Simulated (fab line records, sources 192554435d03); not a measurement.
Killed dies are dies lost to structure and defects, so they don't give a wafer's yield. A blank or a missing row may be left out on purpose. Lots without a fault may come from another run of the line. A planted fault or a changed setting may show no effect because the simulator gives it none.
Chamber matching | flow n5_finfet | N5_BEOL_M14_DEP_53 on pecvd-03: 3 sister chambers
The step deposits SiCN from 3MS/NH3, target thk 50 nm, time 17.8 s. 27 wafers are shown with their chamber, then 12 later ones without.

WAFERS WITH THEIR CHAMBER
wafer  | chamber | throttle_valve_pct (%) | showerhead_plenum_p_Torr (Torr)
L074.1 | 2       | 15.6                   | 4.175
L074.2 | 1       | 18.1                   | 4.174
L074.3 | 0       | 17.6                   | 4.182
L074.4 | 1       | 18.1                   | 4.169
L074.5 | 2       | 15.6                   | 4.172
L074.6 | 0       | 17.6                   | 4.180
L077.2 | 1       | 18.1                   | 4.187
L077.3 | 2       | 15.8                   | 4.164
L077.4 | 1       | 18.4                   | 4.186
L079.1 | 0       | 17.7                   | 4.185
L079.2 | 2       | 15.6                   | 4.168
L079.3 | 1       | 18.2                   | 4.176
L079.4 | 2       | 15.7                   | 4.174
L079.5 | 1       | 18.0                   | 4.164
L079.6 | 0       | 17.8                   | 4.176
L083.1 | 1       | 17.8                   | 4.181
L083.2 | 2       | 15.6                   | 4.159
L083.3 | 0       | 17.3                   | 4.176
L084.1 | 1       | 17.9                   | 4.192
L084.3 | 2       | 15.7                   | 4.170
L084.6 | 2       | 15.4                   | 4.171
L085.1 | 0       | 17.6                   | 4.183
L085.2 | 2       | 15.7                   | 4.167
L085.6 | 1       | 18.0                   | 4.179
L088.1 | 1       | 18.0                   | 4.183
L088.2 | 0       | 17.7                   | 4.193
L088.3 | 2       | 15.8                   | 4.177

SIGNATURES (means of the wafers above)
reading                  | chamber 0 | chamber 1 | chamber 2 | scatter within a chamber
throttle_valve_pct       | 17.614    | 18.060    | 15.650    | 0.147
showerhead_plenum_p_Torr | 4.18214   | 4.17910   | 4.16970   | 0.00687
Rule: a wafer's distance from a chamber is the root of the sum, over the readings, of the square of ((its reading less the chamber's mean) divided by the reading's scatter). The wafer belongs to the nearest chamber; if the next one is less than 2 further off, it can't be placed. The scatter: the root of (the sum of the squares of (reading less its chamber's mean) over the shown wafers, divided by (wafers less chambers)).

WAFERS WITHOUT THEIR CHAMBER
wafer  | throttle_valve_pct (%) | showerhead_plenum_p_Torr (Torr)
L088.4 | 17.6                   | 4.187
L088.5 | 18.0                   | 4.174
L088.6 | 15.5                   | 4.179
L089.3 | 18.0                   | 4.166
L089.4 | 18.2                   | 4.180
L089.6 | 16.1                   | 4.179
L097.1 | 16.0                   | 4.174
L097.2 | 17.5                   | 4.181
L097.5 | 15.6                   | 4.169
L096.4 | 17.3                   | 4.180
L096.5 | 16.0                   | 4.156
L096.6 | 16.4                   | 4.185

WHICH CHAMBER EACH WENT THROUGH
wafer  | from the rows above     | in truth
L088.4 | 0                       | 0
L088.5 | 1                       | 1
L088.6 | 2                       | 2
L089.3 | can't be placed: 1 or 0 | 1
L089.4 | 1                       | 1
L089.6 | 2                       | 2
L097.1 | 2                       | 2
L097.2 | 0                       | 0
L097.5 | 2                       | 2
L096.4 | 0                       | 0
L096.5 | 2                       | 2
L096.6 | 2                       | 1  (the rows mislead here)
Placed correctly: 10 of 12. Can't be placed from these rows: 1 (the true chamber is among the candidates in 1). Placed wrongly: 1.
